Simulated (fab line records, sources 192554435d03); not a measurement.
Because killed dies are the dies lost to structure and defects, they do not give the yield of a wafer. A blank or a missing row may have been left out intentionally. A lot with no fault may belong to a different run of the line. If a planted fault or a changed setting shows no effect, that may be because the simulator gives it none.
fab line records | flow n5Finfet
[record] lots = 5 | wafers = 15 | lastDay = 19
route steps=1938 shown SD_EPI_P@328 SD_ACTIVATION@330 ILD0@335 BEOL_M4@1111
lots with no fault: from the same line, run without faults
startH: hours from the record's opening day to when the first of the lot's shown wafers began | waitH: how many hours have passed since the lot's step before this one | " the same as in the row above | L1.1+2: a single row standing in for several wafers | - no value present, or no start provided | * or withheld: withheld | < > ~ a bound
route shown NAME@n: NAME is a module with steps in the file, n the number in the route of the first one | usual: mean and standard deviation over wafers with no fault | same: alike in all rows | chamber/n: place in a boat | sites: each site's reading | _std_site: their standard deviation | _edge_site: inner sites' mean taken away from outer sites' mean | radiusMm: for every site, how far away it sits from the centre of the wafer | mask NAME#n: copy n | behind: the last tool/chamber to shape the wafer | hold: why the lot was held/for how many hours/how that ended | device: whichever transistor did not switch (one of n, p or np) | end of line: tests of these same wafers at the route's end | a step given without rows: its recipe and nothing more | killed: not the wafer's yield, but the dies lost to structure and defects at the first sort | map: a wafer's dies, x killed, . not, _ none there
set.NAME: the setting that was run; set.NAME@STEP: the one run at that earlier step | model.NAME: the simulator's own value behind a step, which no gauge read
lots at some steps of the route; a table a step, a row a wafer
services: from which hour (startH, from the record's first day; less than 0 if before it) a tool's chamber was out of use, for how many hours, and why
[[steps]]
[step N5_SD_EPI_P_SRD_25]
[recipe] timeS = 30 | tempC = 23 | rinseLiquid = diw | dry = ipaMarangoni
[step N5_SD_EPI_P_INSPECT_26]
[recipe] inspectInstrument = darkfield | mode = postEpi
[usual] rawDefectCount = 169/34
lot.wafer | tool             | chamber | startH | waitH | rawDefectCount
L316.2    | defectInspect-01 | -       | 63.63  | 0.0   | 131
L316.4    | "                | -       | "      | "     | 134
L316.6    | "                | -       | "      | "     | 167
L325.3    | defectInspect-01 | -       | 111.31 | 0.0   | 210
L325.5    | "                | -       | "      | "     | 193
L325.6    | "                | -       | "      | "     | 154
L333.4    | defectInspect-01 | -       | 161.62 | 0.0   | 134
L333.5    | "                | -       | "      | "     | 148
L333.6    | "                | -       | "      | "     | 166
L336.1    | defectInspect-01 | -       | 180.53 | 0.0   | 211
L336.2    | "                | -       | "      | "     | 187
L336.6    | "                | -       | "      | "     | 154
L339.2    | defectInspect-02 | -       | 206.14 | 0.0   | 129
L339.4    | "                | -       | "      | "     | 128
L339.5    | "                | -       | "      | "     | 197
[step N5_SD_ACTIVATION_RTA_00]
[recipe] tempC = 975 | timeS = 0 | ambient = N2 | idleTempC = 600 | rampUpCPerS = 150 | rampDownCPerS = 60 | coolToC = 600
[usual] lampPowerPct = 8.96/0.057 | lamp_zone_1_pct = 8.953/0.023 | wafer_temp_C_max = 975.1/1.9
lot.wafer | tool         | chamber | startH | waitH | lampPowerPct | lamp_zone_1_pct | wafer_temp_C_max
L316.2    | rtpAnneal-02 | 0       | 63.74  | 0.1   | 9.02         | 8.966           | 974.0
L316.4    | "            | 0       | "      | "     | 9.09         | 8.921           | 975.6
L316.6    | "            | 0       | "      | "     | 8.97         | 8.954           | 976.0
L325.3    | rtpAnneal-01 | 0       | 111.39 | 0.1   | 9.05         | 8.969           | 976.9
L325.5    | "            | 0       | "      | "     | 8.97         | 8.951           | 978.5
L325.6    | "            | 0       | "      | "     | 8.93         | 8.930           | 974.1
L333.4    | rtpAnneal-02 | 0       | 161.74 | 0.1   | 8.99         | 8.987           | 973.0
L333.5    | "            | 0       | "      | "     | 8.90         | 8.981           | 973.9
L333.6    | "            | 0       | "      | "     | 9.00         | 8.934           | 971.4
L336.1    | rtpAnneal-01 | 0       | 180.83 | 0.3   | 8.97         | 8.971           | 974.7
L336.2    | "            | 0       | "      | "     | 9.00         | 8.952           | 975.8
L336.6    | "            | 0       | "      | "     | 9.02         | 8.943           | 975.2
L339.2    | rtpAnneal-02 | 0       | 206.43 | 0.3   | 9.00         | 8.992           | 975.2
L339.4    | "            | 0       | "      | "     | 8.98         | 8.915           | 975.8
L339.5    | "            | 0       | "      | "     | 8.93         | 8.963           | 975.6
[step N5_SD_ACTIVATION_LSA_01]
[recipe] tempC = 1080 | timeS = 0.0008 | ambient = N2
[usual] wafer_temp_C_max = 1086.7/2
lot.wafer | tool           | chamber | startH | waitH | wafer_temp_C_max
L316.2    | laserAnneal-01 | 0       | 63.94  | 0.2   | 1085.6
L316.4    | "              | 0       | "      | "     | 1085.2
L316.6    | "              | 0       | "      | "     | 1086.4
L325.3    | laserAnneal-02 | 0       | 111.59 | 0.2   | 1086.5
L325.5    | "              | 0       | "      | "     | 1089.1
L325.6    | "              | 0       | "      | "     | 1086.4
L333.4    | laserAnneal-01 | 0       | 161.94 | 0.2   | 1086.7
L333.5    | "              | 0       | "      | "     | 1085.0
L333.6    | "              | 0       | "      | "     | 1086.2
L336.1    | laserAnneal-02 | 0       | 181.03 | 0.2   | 1089.3
L336.2    | "              | 0       | "      | "     | 1087.7
L336.6    | "              | 0       | "      | "     | 1087.9
L339.2    | laserAnneal-02 | 0       | 206.63 | 0.2   | 1092.7
L339.4    | "              | 0       | "      | "     | 1089.9
L339.5    | "              | 0       | "      | "     | 1087.9
[step N5_SD_ACTIVATION_RS_MEAS_03]
[recipe] thkMeasGauge = four-point-probe
[usual] RS_SD_N = 21.9/0.31 | RS_SD_P = 55.9/0.96
lot.wafer | tool         | chamber | startH | waitH | RS_SD_N[ohm/sq] | RS_SD_P[ohm/sq]
L316.2    | filmMetro-01 | -       | 64.13  | 0.2   | 21.9            | 57.3
L316.4    | "            | -       | "      | "     | 21.8            | 55.6
L316.6    | "            | -       | "      | "     | 21.8            | 56.9
L325.3    | filmMetro-02 | -       | 111.78 | 0.2   | 21.5            | 56.4
L325.5    | "            | -       | "      | "     | 21.5            | 55.4
L325.6    | "            | -       | "      | "     | 21.4            | 56.5
L333.4    | filmMetro-02 | -       | 162.12 | 0.2   | 21.9            | 55.1
L333.5    | "            | -       | "      | "     | 21.8            | 55.3
L333.6    | "            | -       | "      | "     | 21.5            | 55.8
L336.1    | filmMetro-02 | -       | 181.23 | 0.2   | 21.6            | 56.0
L336.2    | "            | -       | "      | "     | 21.3            | 54.7
L336.6    | "            | -       | "      | "     | 21.6            | 56.2
L339.2    | filmMetro-01 | -       | 206.83 | 0.2   | 21.7            | 55.8
L339.4    | "            | -       | "      | "     | 21.6            | 56.2
L339.5    | "            | -       | "      | "     | 22.0            | 56.1
[step N5_SD_ACTIVATION_INSPECT_02]
[recipe] inspectInstrument = darkfield | mode = postAnneal
[usual] rawDefectCount = 170/34
lot.wafer | tool             | chamber | startH | waitH | rawDefectCount
L316.2    | defectInspect-01 | -       | 64.43  | 0.1   | 125
L316.4    | "                | -       | "      | "     | 136
L316.6    | "                | -       | "      | "     | 168
L325.3    | defectInspect-01 | -       | 112.06 | 0.1   | 206
L325.5    | "                | -       | "      | "     | 193
L325.6    | "                | -       | "      | "     | 141
L333.4    | defectInspect-02 | -       | 162.40 | 0.1   | 128
L333.5    | "                | -       | "      | "     | 135
L333.6    | "                | -       | "      | "     | 152
L336.1    | defectInspect-01 | -       | 181.55 | 0.2   | 219
L336.2    | "                | -       | "      | "     | 184
L336.6    | "                | -       | "      | "     | 149
L339.2    | defectInspect-01 | -       | 207.13 | 0.1   | 129
L339.4    | "                | -       | "      | "     | 135
L339.5    | "                | -       | "      | "     | 216
[step N5_ILD0_LINER_00]
[recipe] material = SiNx | targetThkA = 40 | tempC = 400 | aldPrecursorFamily = SiH2I2 | aldCoReactant = N2/H2-plasma | pulseTimeS = 1 | purgeTimeS = 2 | coReactantPurgeTimeS = 2 | aldCycles = 80 | pressureTorr = 2
[usual] heaterPowerW = 840/74 | precursorPulseHeightRel = 0.997/0.02
[same] purgeTimeS = 2
lot.wafer | tool      | chamber | startH | waitH | heaterPowerW | precursorPulseHeightRel
L316.2    | aldSin-03 | 0       | 64.47  | 0.0   | 931          | 0.989
L316.4    | "         | 3       | "      | "     | 786          | 0.995
L316.6    | "         | 0       | "      | "     | 964          | 1.000
L325.3    | aldSin-04 | 3       | 112.09 | 0.0   | 923          | 0.986
L325.5    | "         | 1       | "      | "     | 794          | 1.002
L325.6    | "         | 0       | "      | "     | 791          | 1.016
L333.4    | aldSin-04 | 3       | 162.43 | 0.0   | 909          | 0.996
L333.5    | "         | 0       | "      | "     | 798          | 1.031
L333.6    | "         | 3       | "      | "     | 891          | 0.980
L336.1    | aldSin-04 | 1       | 181.69 | 0.1   | 794          | 1.009
L336.2    | "         | 2       | "      | "     | 967          | 0.977
L336.6    | "         | 1       | "      | "     | 810          | 1.038
L339.2    | aldSin-03 | 0       | 207.16 | 0.0   | 901          | 1.008
L339.4    | "         | 3       | "      | "     | 838          | 0.982
L339.5    | "         | 2       | "      | "     | 686          | 1.014
[step N5_ILD0_FCVD_FILL_01]
[recipe] material = SiO2_flowable | targetThkA = 2000 | tempC = 100 | pressureTorr = 0.8 | rfW = 2000 | timeS = 328.3
[step N5_ILD0_CURE_02]
[recipe] tempC = 450 | timeS = 1800 | ambient = steam | idleTempC = 400 | rampUpCPerMin = 5 | rampDownCPerMin = 3 | densificationPH2oTorr = 640
[step N5_ILD0_CMP_03]
[recipe] stopOn = SiNx | tOverpolishS = 1.9 | postCmpClean = alkalineBrush | downForcePsi = 4.1491 | platenRpm = 51.796 | padVelocityMS = 1.0306 | targetThkNm = 197.38
[usual] edgeZonePressureFrac = 1.000/0.0048 | headPressurePsi = 4.149/0.0087 | motorCurrentA = 12.4/1.5 | overpolishRunS = 1.901/0.0091 | timeToEndpointS = 71/4.1
lot.wafer | tool   | chamber | startH | waitH | edgeZonePressureFrac | headPressurePsi | motorCurrentA | overpolishRunS | timeToEndpointS
L316.2    | cmp-03 | 3       | 66.85  | 0.0   | 1.001                | 4.156           | 13.7          | 1.888          | 75
L316.4    | "      | 0       | "      | "     | 0.996                | 4.158           | 11.0          | 1.903          | 72
L316.6    | "      | 0       | "      | "     | 0.999                | 4.132           | 11.3          | 1.912          | 72
L325.3    | cmp-03 | 2       | 114.93 | 0.1   | 0.997                | 4.143           | 13.1          | 1.901          | 69
L325.6    | "      | 3       | "      | "     | 0.997                | 4.145           | 14.0          | 1.895          | 74
L325.5    | "      | 0       | "      | "     | 0.999                | 4.134           | 11.3          | 1.889          | 73
L333.4    | cmp-03 | 0       | 164.80 | 0.0   | 0.995                | 4.143           | 10.7          | 1.899          | 74
L333.6    | "      | 0       | "      | "     | 0.997                | 4.148           | 11.5          | 1.886          | 71
L333.5    | "      | 1       | "      | "     | 0.998                | 4.144           | 13.1          | 1.896          | 68
L336.2    | cmp-02 | 3       | 184.09 | 0.1   | 0.997                | 4.148           | 13.7          | 1.908          | 77
L336.1    | "      | 1       | "      | "     | 1.006                | 4.149           | 10.8          | 1.907          | 79
L336.6    | "      | 2       | "      | "     | 0.994                | 4.147           | 12.0          | 1.891          | 80
L339.2    | cmp-01 | 2       | 209.53 | 0.0   | 1.004                | 4.149           | 14.4          | 1.894          | 71
L339.4    | "      | 0       | "      | "     | 1.002                | 4.149           | 11.5          | 1.912          | 75
L339.5    | "      | 2       | "      | "     | 0.995                | 4.135           | 14.8          | 1.898          | 71
[step N5_ILD0_THK_MEAS_04]
[usual] thkNm = 197.0/1
lot.wafer | tool         | chamber | startH | waitH | thkNm
L316.2    | filmMetro-02 | -       | 67.14  | -     | 197.7
L316.4    | "            | -       | "      | "     | 197.7
L316.6    | "            | -       | "      | "     | 197.3
L325.3    | filmMetro-01 | -       | 115.11 | -     | 198.0
L325.5    | "            | -       | "      | "     | 196.5
L325.6    | "            | -       | "      | "     | 197.8
L333.4    | filmMetro-02 | -       | 165.09 | -     | 198.4
L333.5    | "            | -       | "      | "     | 194.9
L333.6    | "            | -       | "      | "     | 198.0
L336.1    | filmMetro-02 | -       | 184.35 | -     | 197.5
L336.2    | "            | -       | "      | "     | 196.1
L336.6    | "            | -       | "      | "     | 197.1
L339.2    | filmMetro-02 | -       | 209.82 | -     | 197.9
L339.4    | "            | -       | "      | "     | 198.5
L339.5    | "            | -       | "      | "     | 198.0
[step N5_ILD0_CMP_07]
[recipe] stopOn = poly-Si | material = SiO2_flowable | tOverpolishS = 1.18 | postCmpClean = alkalineBrush | downForcePsi = 4.1491 | platenRpm = 51.796 | padVelocityMS = 1.0306 | targetThkNm = 138.88
[usual] edgeZonePressureFrac = 1.000/0.0056 | headPressurePsi = 4.150/0.0089 | motorCurrentA = 12.4/1.3
lot.wafer | tool   | chamber | startH | waitH | edgeZonePressureFrac | headPressurePsi | motorCurrentA
L316.2    | cmp-01 | 3       | 67.25  | 0.1   | 1.005                | 4.166           | 11.4
L316.4    | "      | 0       | "      | "     | 0.999                | 4.145           | 11.6
L316.6    | "      | 2       | "      | "     | 0.994                | 4.163           | 14.3
L325.3    | cmp-02 | 2       | 115.18 | 0.1   | 1.005                | 4.159           | 11.9
L325.5    | "      | 1       | "      | "     | 1.006                | 4.154           | 10.6
L325.6    | "      | 2       | "      | "     | 1.009                | 4.154           | 11.9
L333.4    | cmp-02 | 0       | 165.12 | 0.0   | 0.998                | 3.819           | 9.5
L333.6    | "      | 0       | "      | "     | 1.002                | 3.815           | 9.5
L333.5    | "      | 1       | "      | "     | 1.001                | 4.151           | 10.3
L336.2    | cmp-03 | 3       | 184.46 | 0.1   | 0.995                | 4.165           | 13.3
L336.1    | "      | 0       | "      | "     | 1.005                | 4.149           | 11.4
L336.6    | "      | 2       | "      | "     | 1.009                | 4.148           | 12.6
L339.4    | cmp-03 | 0       | 209.85 | 0.0   | 0.998                | 4.150           | 11.1
L339.2    | "      | 1       | "      | "     | 1.001                | 4.146           | 13.6
L339.5    | "      | 1       | "      | "     | 1.004                | 4.157           | 13.1
[step N5_ILD0_THK_MEAS_08]
[usual] thkNm = 138.9/1
lot.wafer | tool         | chamber | startH | waitH | thkNm
L316.2    | filmMetro-01 | -       | 67.47  | -     | 138.7
L316.4    | "            | -       | "      | "     | 140.4
L316.6    | "            | -       | "      | "     | 139.5
L325.3    | filmMetro-02 | -       | 115.44 | -     | 138.4
L325.5    | "            | -       | "      | "     | 138.8
L325.6    | "            | -       | "      | "     | 138.4
L333.4    | filmMetro-01 | -       | 165.42 | -     | 138.0
L333.5    | "            | -       | "      | "     | 139.4
L333.6    | "            | -       | "      | "     | 136.1
L336.1    | filmMetro-02 | -       | 184.67 | -     | 140.4
L336.2    | "            | -       | "      | "     | 141.2
L336.6    | "            | -       | "      | "     | 138.8
L339.2    | filmMetro-02 | -       | 210.15 | -     | 138.9
L339.4    | "            | -       | "      | "     | 140.6
L339.5    | "            | -       | "      | "     | 139.2
[step N5_BEOL_M4_RC_MEAS_101]
[usual] DIBL_N = 36.3/1.9 | DIBL_P = 36.0/2.1 | IOFF_N = 0.16/0.031 | IOFF_P = 0.21/0.035 | ION_N = 675/14 | ION_P = 464/8.5 | SS_N = 71.5/0.6 | SS_P = 73.3/0.72 | VT_N = 250/3.2 | VT_P = -250/3.1
lot.wafer | tool      | chamber | startH | waitH | DIBL_N[mV/V] | DIBL_P[mV/V] | IOFF_N[nA/um] | IOFF_P[nA/um] | ION_N[uA/um] | ION_P[uA/um] | SS_N[mV/dec] | SS_P[mV/dec] | VT_N[mV] | VT_P[mV]
L316.2    | prober-02 | 0       | 162.59 | 0.2   | 37.5         | 37.3         | 0.18          | 0.25          | 686          | 466          | 71.5         | 73.6         | 249      | -248
L316.4    | "         | 0       | "      | "     | 34.3         | 34.8         | 0.14          | 0.21          | 673          | 468          | 71.1         | 73.7         | 251      | -248
L316.6    | "         | 0       | "      | "     | 34.8         | 34.3         | 0.14          | 0.20          | 687          | 475          | 70.7         | 73.3         | 253      | -249
L325.3    | prober-01 | 0       | 209.22 | 0.3   | 32.9         | 34.8         | 0.12          | 0.16          | 653          | 451          | 70.9         | 72.7         | 254      | -254
L325.5    | "         | 0       | "      | "     | 35.5         | 37.2         | 0.15          | 0.20          | 653          | 447          | 72.0         | 73.5         | 253      | -252
L325.6    | "         | 0       | "      | "     | 35.7         | 38.1         | 0.15          | 0.20          | 657          | 451          | 72.1         | 73.6         | 252      | -251
L336.1    | prober-01 | 0       | 289.37 | 0.0   | 38.2         | 40.3         | 0.19          | 0.22          | 681          | 458          | 71.8         | 74.0         | 248      | -253
L336.2    | "         | 0       | "      | "     | 36.4         | 38.6         | 0.17          | 0.20          | 702          | 473          | 72.0         | 73.6         | 248      | -253
L336.6    | "         | 0       | "      | "     | 36.3         | 37.3         | 0.16          | 0.18          | 688          | 464          | 71.4         | 73.4         | 247      | -255
L333.4    | prober-01 | 0       | 313.87 | 0.5   | 39.4         | 36.5         | 0.20          | 0.22          | 678          | 456          | 71.4         | 72.8         | 248      | -252
L333.5    | "         | 0       | "      | "     | 39.2         | 36.7         | 0.18          | 0.22          | 679          | 464          | 71.8         | 73.6         | 252      | -252
L333.6    | "         | 0       | "      | "     | 38.0         | 36.6         | 0.16          | 0.22          | 673          | 461          | 71.7         | 74.1         | 251      | -248
L339.2    | prober-01 | 0       | 340.83 | 0.2   | 36.4         | 36.4         | 0.14          | 0.21          | 650          | 452          | 71.2         | 72.6         | 254      | -250
L339.4    | "         | 0       | "      | "     | 35.2         | 35.1         | 0.14          | 0.19          | 665          | 461          | 71.4         | 72.9         | 250      | -254
L339.5    | "         | 0       | "      | "     | 36.7         | 37.6         | 0.17          | 0.22          | 663          | 457          | 71.0         | 73.8         | 252      | -250
[[services]]
tool           | chamber | startH | hours | kind
aldSin-03      | -       | 85.52  | 14.0  | pm
aldSin-03      | 0       | 85.52  | 14.0  | ventCycle
aldSin-03      | 1       | 85.52  | 31.7  | ventCycle
aldSin-03      | 2       | 85.52  | 14.0  | ventCycle
aldSin-03      | 3       | 85.52  | 14.0  | ventCycle
cmp-03         | -       | 90.52  | 1.1   | repair
aldSin-03      | 0       | 99.52  | -     | clean
aldSin-03      | 2       | 99.52  | -     | clean
aldSin-03      | 3       | 99.52  | -     | clean
aldSin-03      | -       | 111.24 | 6.0   | pm
aldSin-03      | 1       | 120.41 | -     | calibration
laserAnneal-02 | -       | 123.17 | 2.3   | pm
laserAnneal-02 | -       | 148.25 | 4.0   | repair
laserAnneal-01 | -       | 148.75 | 2.3   | repair
cmp-03         | -       | 153.60 | 5.6   | pm
cmp-01         | -       | 156.94 | 4.0   | pm
aldSin-03      | -       | 157.30 | 0.3   | repair
cmp-01         | -       | 160.94 | -     | consumableReplace:conditioner
cmp-01         | -       | 160.94 | -     | consumableReplace:pad
aldSin-04      | 3       | 173.31 | 5.0   | repair
laserAnneal-01 | -       | 178.17 | 1.9   | pm
cmp-01         | -       | 180.89 | 3.8   | repair
cmp-02         | -       | 192.55 | 0.3   | repair
[[key]]
[firstSign] step = N5_ILD0_CMP_07 | reading = headPressurePsi | direction = down | sigmas = 37 | usual = 4.150 | struck = 3.817
effect none on later readings
metAt N5_ILD0_CMP_07
struckWafers L333.4,L333.6
[fault] kind = processParameterDrift | tool = cmp-02 | chamber = 0 | onsetH = 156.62 | steps = N5_ILD0_CMP_07 | channel = downForcePsi | offset = -0.33473 | shape = step | endH = 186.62 | actsIn = theseRecipesOnly | stated = 4.1491
